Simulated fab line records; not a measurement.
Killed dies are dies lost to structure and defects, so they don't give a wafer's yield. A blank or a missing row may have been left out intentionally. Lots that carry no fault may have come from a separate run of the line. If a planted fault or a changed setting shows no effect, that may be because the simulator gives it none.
Split-lot study / flow n5 finfet / route with 1938 steps; 7 lots, 39 wafers read

ON THE SPLIT
At N5_PASSIVATION_ETCH_59 (etches TaN in Cl2/BCl3, target depth 65 nm, time 34.9 s), the setting time s was moved away from the recipe's 34.9 s on 12 of the 39 wafers read, by -57.9% to +57.7%. This setting was run at the recipe's value on the other wafers.

The reading is taken at the split's own step.

THE READING
etch.depth nm (the simulator's own value, which no gauge read), in nm, at N5_PASSIVATION_ETCH_59 (etches TaN in Cl2/BCl3, target depth 65 nm, time 34.9 s). There is no usual value for it anywhere in the file. The 27 wafers here that ran the recipe average 65.42 nm, standard deviation 1 nm.

wafer=L076.1; tool, chamber at the split=rie metal-03, 1; time s as run, s=34.9; against the recipe=recipe; etch.depth nm, nm=64.53; against lot-mates on the recipe=-
wafer=L076.2; tool, chamber at the split=rie metal-03, 0; time s as run, s=34.9; against the recipe=recipe; etch.depth nm, nm=65.26; against lot-mates on the recipe=-
wafer=L076.3; tool, chamber at the split=rie metal-03, 1; time s as run, s=55.03; against the recipe=+57.7%; etch.depth nm, nm=102.4; against lot-mates on the recipe=+37.24
wafer=L076.4; tool, chamber at the split=rie metal-03, 0; time s as run, s=55.03; against the recipe=+57.7%; etch.depth nm, nm=104.1; against lot-mates on the recipe=+38.94
wafer=L076.5; tool, chamber at the split=rie metal-03, 1; time s as run, s=55.03; against the recipe=+57.7%; etch.depth nm, nm=102.6; against lot-mates on the recipe=+37.44
wafer=L076.6; tool, chamber at the split=rie metal-03, 0; time s as run, s=34.9; against the recipe=recipe; etch.depth nm, nm=65.7; against lot-mates on the recipe=-
wafer=L082.1; tool, chamber at the split=rie metal-01, 1; time s as run, s=34.9; against the recipe=recipe; etch.depth nm, nm=67.21; against lot-mates on the recipe=-
wafer=L082.2; tool, chamber at the split=rie metal-01, 0; time s as run, s=34.9; against the recipe=recipe; etch.depth nm, nm=65; against lot-mates on the recipe=-
wafer=L082.3; tool, chamber at the split=rie metal-01, 1; time s as run, s=34.9; against the recipe=recipe; etch.depth nm, nm=66.91; against lot-mates on the recipe=-
wafer=L082.4; tool, chamber at the split=rie metal-01, 0; time s as run, s=34.9; against the recipe=recipe; etch.depth nm, nm=65.14; against lot-mates on the recipe=-
wafer=L082.5; tool, chamber at the split=rie metal-01, 1; time s as run, s=34.9; against the recipe=recipe; etch.depth nm, nm=67.55; against lot-mates on the recipe=-
wafer=L082.6; tool, chamber at the split=rie metal-01, 0; time s as run, s=34.9; against the recipe=recipe; etch.depth nm, nm=65.08; against lot-mates on the recipe=-
wafer=L086.1; tool, chamber at the split=rie metal-02, 1; time s as run, s=40.61; against the recipe=+16.4%; etch.depth nm, nm=76.55; against lot-mates on the recipe=+11.51
wafer=L086.2; tool, chamber at the split=rie metal-02, 0; time s as run, s=40.61; against the recipe=+16.4%; etch.depth nm, nm=75.53; against lot-mates on the recipe=+10.49
wafer=L086.3; tool, chamber at the split=rie metal-02, 1; time s as run, s=34.9; against the recipe=recipe; etch.depth nm, nm=66.35; against lot-mates on the recipe=-
wafer=L086.4; tool, chamber at the split=rie metal-02, 0; time s as run, s=34.9; against the recipe=recipe; etch.depth nm, nm=64.39; against lot-mates on the recipe=-
wafer=L086.5; tool, chamber at the split=rie metal-02, 1; time s as run, s=40.61; against the recipe=+16.4%; etch.depth nm, nm=77.22; against lot-mates on the recipe=+12.18
wafer=L086.6; tool, chamber at the split=rie metal-02, 0; time s as run, s=34.9; against the recipe=recipe; etch.depth nm, nm=64.38; against lot-mates on the recipe=-
wafer=L088.1; tool, chamber at the split=rie metal-02, 1; time s as run, s=14.7; against the recipe=-57.9%; etch.depth nm, nm=27.79; against lot-mates on the recipe=-37.07
wafer=L088.2; tool, chamber at the split=rie metal-02, 0; time s as run, s=34.9; against the recipe=recipe; etch.depth nm, nm=64.96; against lot-mates on the recipe=-
wafer=L088.3; tool, chamber at the split=rie metal-02, 0; time s as run, s=34.9; against the recipe=recipe; etch.depth nm, nm=64.5; against lot-mates on the recipe=-
wafer=L088.4; tool, chamber at the split=rie metal-02, 1; time s as run, s=14.7; against the recipe=-57.9%; etch.depth nm, nm=28.01; against lot-mates on the recipe=-36.85
wafer=L088.5; tool, chamber at the split=rie metal-02, 1; time s as run, s=14.7; against the recipe=-57.9%; etch.depth nm, nm=27.9; against lot-mates on the recipe=-36.96
wafer=L088.6; tool, chamber at the split=rie metal-02, 0; time s as run, s=34.9; against the recipe=recipe; etch.depth nm, nm=65.11; against lot-mates on the recipe=-
wafer=L089.1; tool, chamber at the split=rie metal-01, 1; time s as run, s=34.9; against the recipe=recipe; etch.depth nm, nm=66.75; against lot-mates on the recipe=-
wafer=L089.2; tool, chamber at the split=rie metal-01, 0; time s as run, s=34.9; against the recipe=recipe; etch.depth nm, nm=65.22; against lot-mates on the recipe=-
wafer=L089.3; tool, chamber at the split=rie metal-01, 0; time s as run, s=34.9; against the recipe=recipe; etch.depth nm, nm=64.39; against lot-mates on the recipe=-
wafer=L089.4; tool, chamber at the split=rie metal-01, 1; time s as run, s=34.9; against the recipe=recipe; etch.depth nm, nm=67.35; against lot-mates on the recipe=-
wafer=L089.5; tool, chamber at the split=rie metal-01, 0; time s as run, s=34.9; against the recipe=recipe; etch.depth nm, nm=64.52; against lot-mates on the recipe=-
wafer=L089.6; tool, chamber at the split=rie metal-01, 1; time s as run, s=34.9; against the recipe=recipe; etch.depth nm, nm=66.59; against lot-mates on the recipe=-
wafer=L091.1; tool, chamber at the split=rie metal-03, 1; time s as run, s=34.9; against the recipe=recipe; etch.depth nm, nm=64.7; against lot-mates on the recipe=-
wafer=L091.2; tool, chamber at the split=rie metal-03, 0; time s as run, s=43.54; against the recipe=+24.8%; etch.depth nm, nm=82.45; against lot-mates on the recipe=+17.61
wafer=L091.3; tool, chamber at the split=rie metal-03, 0; time s as run, s=43.54; against the recipe=+24.8%; etch.depth nm, nm=82.67; against lot-mates on the recipe=+17.83
wafer=L091.4; tool, chamber at the split=rie metal-03, 1; time s as run, s=34.9; against the recipe=recipe; etch.depth nm, nm=64.68; against lot-mates on the recipe=-
wafer=L091.5; tool, chamber at the split=rie metal-03, 0; time s as run, s=43.54; against the recipe=+24.8%; etch.depth nm, nm=81.64; against lot-mates on the recipe=+16.80
wafer=L091.6; tool, chamber at the split=rie metal-03, 1; time s as run, s=34.9; against the recipe=recipe; etch.depth nm, nm=65.14; against lot-mates on the recipe=-
wafer=L095.4; tool, chamber at the split=rie metal-01, 0; time s as run, s=34.9; against the recipe=recipe; etch.depth nm, nm=64.17; against lot-mates on the recipe=-
wafer=L095.5; tool, chamber at the split=rie metal-01, 0; time s as run, s=34.9; against the recipe=recipe; etch.depth nm, nm=64.28; against lot-mates on the recipe=-
wafer=L095.6; tool, chamber at the split=rie metal-01, 1; time s as run, s=34.9; against the recipe=recipe; etch.depth nm, nm=66.51; against lot-mates on the recipe=-

THE FIT
A straight line over all 39 wafers: etch.depth nm changes by +0.653 nm for each +1% of time s; r = +1.00; the points scatter about the line by 0.97 nm.
The same after taking each lot's own level away (the mean of its wafers on the recipe; 39 wafers): +0.653 nm for each +1%; r = +1.00; scatter 0.93 nm.
According to that fit, moving time s by its largest amount changes the reading by 38 nm.
Across the lots, their own levels run from 64.840 to 66.148 nm, a range of 1.3 times the standard deviation given above.
Hence the lot-to-lot level has little effect on the slope; both slopes agree.
Check: with one of the wafers moved furthest among these (-57.9%) left out of the fit, the line predicts -37.6 nm for it against its lot-mates. It came out at -37.1 nm against them.

THESE WAFERS: OTHER SPLITS
These wafers also went through other splits before the reading. Each is held against what the fit with the lots' levels taken away leaves over:
other split on the same wafers=N5_BEOL_M9_TRENCH_ETCH_37 target depth a; wafers away from the commonest value=15; r with etch.depth nm (lot level and that fit taken away)=-0.18
other split on the same wafers=N5_BEOL_M11_ETCH_41 time s; wafers away from the commonest value=18; r with etch.depth nm (lot level and that fit taken away)=+0.17
other split on the same wafers=N5_BEOL_M14_ETCH_68 time s; wafers away from the commonest value=18; r with etch.depth nm (lot level and that fit taken away)=-0.02

FILE'S OWN FIT
etch.depth nm changes by +0.654 nm for each +1% of time s, r = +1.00.
